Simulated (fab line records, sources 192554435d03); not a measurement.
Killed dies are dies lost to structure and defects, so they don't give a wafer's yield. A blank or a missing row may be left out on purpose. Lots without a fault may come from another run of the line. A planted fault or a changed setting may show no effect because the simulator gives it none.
fab line records | flow n5_finfet | part 2 of 2: steps 5 to 6 of 6
record lots=23 wafers=69 last_day=17
route steps=1938 shown BEOL_M11@1571 BEOL_M12@1636
lots that met no fault: from a run of the same line without faults
start_h: hours from the record's first day to the start of the lot's first wafer shown | wait_h: hours since the lot's step before | " the same as in the row above | L1.1+2: a row that stands for several wafers | - no value, or no start given | * or withheld: withheld | < > ~ a bound
route shown NAME@n: a module of which the file shows steps, and the number in the route of the first | usual: mean/standard deviation of fault-free wafers | same: alike in all rows | chamber/n: place in a boat | sites: the reading at each site | _std_site: their standard deviation | _edge_site: outer sites' mean less inner sites' | radius_mm: how far each site lies from the wafer's centre | mask NAME#n: copy n | behind: the tool/chamber that last shaped the wafer | hold: why the lot was held/for how many hours/how that ended | device: the transistor (n, p or np) that didn't switch | end of line: the same wafers' tests at the end of the route | a step without rows: its recipe alone | killed: dies lost to structure and defects at the first sort, not the wafer's yield | map: a wafer's dies, x killed, . not, _ none there
set.NAME: the setting as run; set.NAME@STEP: as run at that earlier step | model.NAME: the simulator's own value behind a step, which no gauge read
steps of the route over a sample of lots; a table a step, a row a wafer
services: from which hour (start_h, from the record's first day; less than 0 if before it) a tool's chamber was out of use, for how many hours, and why
## steps
# step N5_BEOL_M12_ETCH_67
# recipe chemistry=CF4 target=SiARC target_depth_a=1430 time_s=238.3 ion_energy_ev=80 pressure_mtorr=40 source_w=545 bias_w=36 Ar_flow_sccm=100 cf4_flow_sccm=100 ends=cleared
# usual bias_w=35.99/0.099 drypump_motor_current_A=5.7/0.5 etch_rf_on_time_s=236/5.9 oes_product_au=0.66/0.068 rf_vpp_V=183.5/1.2 showerhead_plenum_p_Torr=2.10/0.072 throttle_valve_pct=15.70/0.24
# columns lot.wafer tool chamber start_h wait_h bias_w drypump_motor_current_A etch_rf_on_time_s oes_product_au rf_hours_counter_h rf_vpp_V showerhead_plenum_p_Torr throttle_valve_pct
L074.1 rie_diel-06 2 234.89 0.0 35.99 5.6 228 0.76 41 183.8 2.17 15.37
L074.2 " 1 " " 36.02 5.6 234 0.62 202 182.3 1.96 15.86
L074.4 " 0 " " 36.10 6.5 236 0.83 5 182.8 2.10 15.26
L075.1 rie_diel-05 0 241.65 0.0 35.95 5.8 246 0.61 205 182.4 2.11 15.94
L075.3 " 2 " " 35.99 6.5 237 0.67 151 183.3 2.13 15.56
L075.4 " 1 " " 36.09 6.2 228 0.62 222 180.0 2.02 15.98
L076.2 rie_diel-05 2 259.46 0.0 36.16 6.5 235 0.66 159 184.5 2.13 15.58
L076.3 " 3 " " 36.00 5.4 226 0.64 197 183.4 2.12 15.66
L076.5 " 3 " " 35.85 5.4 225 0.64 - 183.6 2.12 15.63
L080.3 rie_diel-05 3 264.59 0.0 35.99 5.4 224 0.64 199 185.1 2.11 15.67
L080.4 " 2 " " 35.99 6.5 236 0.65 - 184.3 2.13 15.58
L080.5 " 0 " " 36.06 5.8 241 0.60 - 183.2 2.11 15.96
L077.2 rie_diel-06 1 264.85 0.0 35.98 5.6 240 0.60 213 180.5 1.96 15.88
L077.5 " 2 " " 35.93 5.6 231 0.74 - 184.8 2.17 15.39
L077.6 " 1 " " 35.93 5.6 239 0.60 - 181.7 1.96 15.88
L079.1 rie_diel-04 1 266.25 0.0 35.92 5.8 239 0.70 79 183.5 2.17 15.83
L079.3 " 0 " " 35.91 6.0 242 0.61 166 185.4 2.22 15.81
L079.4 " 3 " " 35.97 4.9 239 0.60 190 183.4 2.04 15.88
L081.1 rie_diel-04 3 269.78 0.0 36.02 4.8 235 0.60 192 183.2 2.04 15.91
L081.5 " 1 " " 35.92 5.8 235 0.71 - 183.7 2.17 15.85
L081.6 " 2 " " 36.13 4.9 253 0.57 - 184.5 2.20 15.78
L078.1 rie_diel-05 0 273.01 0.0 36.12 5.8 248 0.60 218 184.4 2.11 15.97
L078.5 " 2 " " 36.09 6.5 241 0.65 - 184.3 2.12 15.59
L078.6 " 1 " " 35.94 6.1 235 0.61 - 182.5 2.02 16.00
L082.3 rie_diel-05 1 279.17 0.0 35.93 6.2 231 0.61 230 181.6 2.02 16.00
L082.4 " 2 " " 36.02 6.5 238 0.65 167 183.6 2.12 15.59
L082.6 " 3 " " 35.98 5.4 228 0.64 - 184.1 2.11 15.67
L083.2 rie_diel-05 3 287.12 0.0 36.02 5.4 229 0.63 207 184.3 2.11 15.65
L083.4 " 1 " " 36.03 6.1 229 0.61 233 181.4 2.02 15.99
L083.5 " 0 " " 36.03 5.8 242 0.60 - 184.6 2.10 15.98
L084.2 rie_diel-05 0 294.49 0.0 35.89 5.7 241 0.61 225 183.8 2.10 15.99
L084.5 " 1 " " 36.12 6.2 225 0.62 - 182.7 2.02 16.02
L084.6 " 0 " " 35.99 5.8 242 0.60 - 183.6 2.10 15.97
L085.2 rie_diel-04 3 310.23 0.0 36.16 4.8 234 0.60 203 183.9 2.04 15.92
L085.3 " 0 " " 35.99 6.0 236 0.61 179 183.7 2.22 15.83
L085.4 " 2 " " 36.21 4.8 248 0.57 250 185.3 2.19 15.81
L089.1 rie_diel-04 1 322.37 0.0 36.07 5.8 235 0.69 98 186.1 2.17 15.89
L089.3 " 3 " " 35.99 4.9 236 0.59 208 183.9 2.04 15.95
L089.4 " 3 " " 35.86 4.8 237 0.59 - 181.6 2.04 15.92
L086.1 rie_diel-06 1 322.60 0.0 36.00 5.6 240 0.59 233 182.1 1.95 15.94
L086.3 " 3 " " 36.12 5.1 238 0.71 61 183.4 2.08 15.45
L086.4 " 2 " " 36.10 5.6 232 0.72 70 184.1 2.16 15.43
L091.2 rie_diel-06 3 324.68 0.0 36.03 5.1 235 0.71 62 182.2 2.08 15.45
L091.3 " 2 " " 36.06 5.6 232 0.72 71 184.7 2.16 15.41
L091.5 " 1 " " 36.08 5.6 238 0.60 - 182.2 1.95 15.93
L090.1 rie_diel-05 2 327.35 0.0 36.01 6.5 236 0.63 187 184.0 2.12 15.62
L090.4 " 0 " " 36.26 5.7 243 0.60 237 183.5 2.10 15.99
L090.6 " 2 " " 36.07 6.5 235 0.64 - 183.1 2.12 15.64
L088.3 rie_diel-06 3 330.81 0.0 36.15 5.1 237 0.70 64 182.6 2.08 15.44
L088.5 " 2 " " 36.01 5.6 231 0.72 - 185.4 2.16 15.45
L088.6 " 1 " " 36.25 5.6 240 0.59 - 181.8 1.95 15.95
L093.3 rie_diel-06 0 336.07 0.0 35.96 6.5 245 0.75 40 182.7 2.09 15.34
L093.4 " 3 " " 35.94 5.1 236 0.71 67 183.8 2.08 15.45
L093.5 " 0 " " 35.90 6.4 246 0.75 - 183.8 2.09 15.33
L092.4 rie_diel-04 3 355.73 0.0 36.03 4.9 239 0.58 215 182.5 2.04 15.95
L092.5 " 0 " " 36.06 6.0 237 0.61 - 185.3 2.22 15.85
L092.6 " 1 " " 35.99 5.8 235 0.68 - 185.1 2.16 15.88
L094.1 rie_diel-06 2 356.31 0.0 35.85 5.6 229 0.71 82 182.5 2.16 15.48
L094.4 " 1 " " 36.00 5.6 235 0.59 247 182.0 1.95 15.95
L094.6 " 0 " " 36.05 6.4 242 0.74 - 184.1 2.09 15.36
L096.1 rie_diel-05 0 376.33 0.0 35.67 5.8 235 0.84 4 184.3 2.09 15.53
L096.3 " 2 " " 35.89 6.5 238 0.62 212 184.9 2.11 15.68
L096.5 " 3 " " 35.83 5.4 230 0.61 - 184.3 2.10 15.75
L097.3 rie_diel-04 1 380.45 0.0 35.92 5.8 234 0.68 116 184.5 2.16 15.91
L097.4 " 0 " " 35.88 6.1 234 0.61 201 184.2 2.21 15.87
L097.6 " 2 " " 35.99 4.9 239 0.81 - 185.2 2.19 15.33
L095.1 rie_diel-06 0 380.51 0.0 36.16 6.4 244 0.73 57 183.3 2.09 15.36
L095.3 " 3 " " 35.97 5.1 237 0.68 83 183.2 2.07 15.48
L095.4 " 0 " " 36.06 6.5 247 0.72 - 183.6 2.09 15.36
# step N5_BEOL_M12_INSPECT_55
# recipe inspect_instrument=darkfield mode=post_dep
# usual raw_defect_count=75/22
# columns lot.wafer tool chamber start_h wait_h raw_defect_count
L074.1 defect_inspect-01 - 242.28 0.0 71
L074.2 " - " " 75
L074.4 " - " " 74
L075.1 defect_inspect-02 - 245.71 0.0 35
L075.3 " - " " 69
L075.4 " - " " 54
L076.2 defect_inspect-01 - 262.28 0.0 60
L076.3 " - " " 58
L076.5 " - " " 49
L080.3 defect_inspect-02 - 267.03 0.0 67
L080.4 " - " " 77
L080.5 " - " " 63
L079.1 defect_inspect-01 - 268.87 0.0 114
L079.3 " - " " 74
L079.4 " - " " 111
L077.2 defect_inspect-01 - 277.79 0.0 70
L077.5 " - " " 87
L077.6 " - " " 78
L081.1 defect_inspect-01 - 279.86 0.0 66
L081.5 " - " " 65
L081.6 " - " " 69
L078.1 defect_inspect-02 - 280.13 0.0 64
L078.5 " - " " 134
L078.6 " - " " 75
L082.3 defect_inspect-02 - 281.60 0.0 44
L082.4 " - " " 45
L082.6 " - " " 63
L083.2 defect_inspect-02 - 293.08 0.0 80
L083.4 " - " " 92
L083.5 " - " " 69
L084.2 defect_inspect-02 - 301.74 0.0 92
L084.5 " - " " 78
L084.6 " - " " 63
L085.2 defect_inspect-01 - 314.21 0.0 90
L085.3 " - " " 115
L085.4 " - " " 69
L089.1 defect_inspect-02 - 325.94 0.0 102
L089.3 " - " " 114
L089.4 " - " " 81
L086.1 defect_inspect-02 - 326.24 0.0 51
L086.3 " - " " 55
L086.4 " - " " 79
L091.2 defect_inspect-02 - 329.13 0.0 88
L091.3 " - " " 64
L091.5 " - " " 86
L090.1 defect_inspect-02 - 330.13 0.1 72
L090.4 " - " " 62
L090.6 " - " " 96
L088.3 defect_inspect-02 - 333.55 0.0 50
L088.5 " - " " 81
L088.6 " - " " 40
L093.3 defect_inspect-02 - 339.64 0.0 79
L093.4 " - " " 88
L093.5 " - " " 77
L094.1 defect_inspect-01 - 359.51 0.0 94
L094.4 " - " " 55
L094.6 " - " " 46
L092.4 defect_inspect-02 - 360.92 0.0 68
L092.5 " - " " 70
L092.6 " - " " 95
L096.1 defect_inspect-01 - 380.01 0.0 81
L096.3 " - " " 50
L096.5 " - " " 67
L097.3 defect_inspect-01 - 385.26 0.0 51
L097.4 " - " " 94
L097.6 " - " " 60
L095.1 defect_inspect-01 - 385.63 0.0 89
L095.3 " - " " 53
L095.4 " - " " 73
## services
# columns tool chamber start_h hours kind
rie_diel-03 0 215.28 6.4 repair
rie_diel-05 - 219.24 0.6 repair
rie_diel-06 - 226.50 4.3 pm
ald_metal-03 - 233.30 28.1 pm
pvd_sputter-02 - 238.19 1.5 repair
rie_diel-06 2 244.62 10.0 repair
rie_diel-05 1 249.20 16.5 repair
rie_diel-01 - 250.99 1.8 repair
ald_metal-03 - 261.40 6.0 pm
rie_diel-04 3 277.18 5.2 repair
pvd_sputter-02 - 285.64 5.0 repair
rie_diel-02 2 286.38 3.2 repair
ald_metal-01 3 288.07 13.9 repair
ald_metal-04 - 304.00 1.2 pm
ald_metal-04 - 312.08 2.8 pm
rie_diel-03 3 322.36 15.4 repair
rie_diel-04 - 328.49 15.6 pm
rie_diel-02 1 334.87 - clean
rie_diel-02 1 334.87 - consumable_replace:focus_ring
rie_diel-03 1 337.77 14.5 repair
pvd_sputter-03 - 338.72 1.8 repair
rie_diel-01 - 341.60 14.6 pm
rie_diel-04 3 371.95 7.3 repair
ald_metal-04 2 373.96 23.9 repair
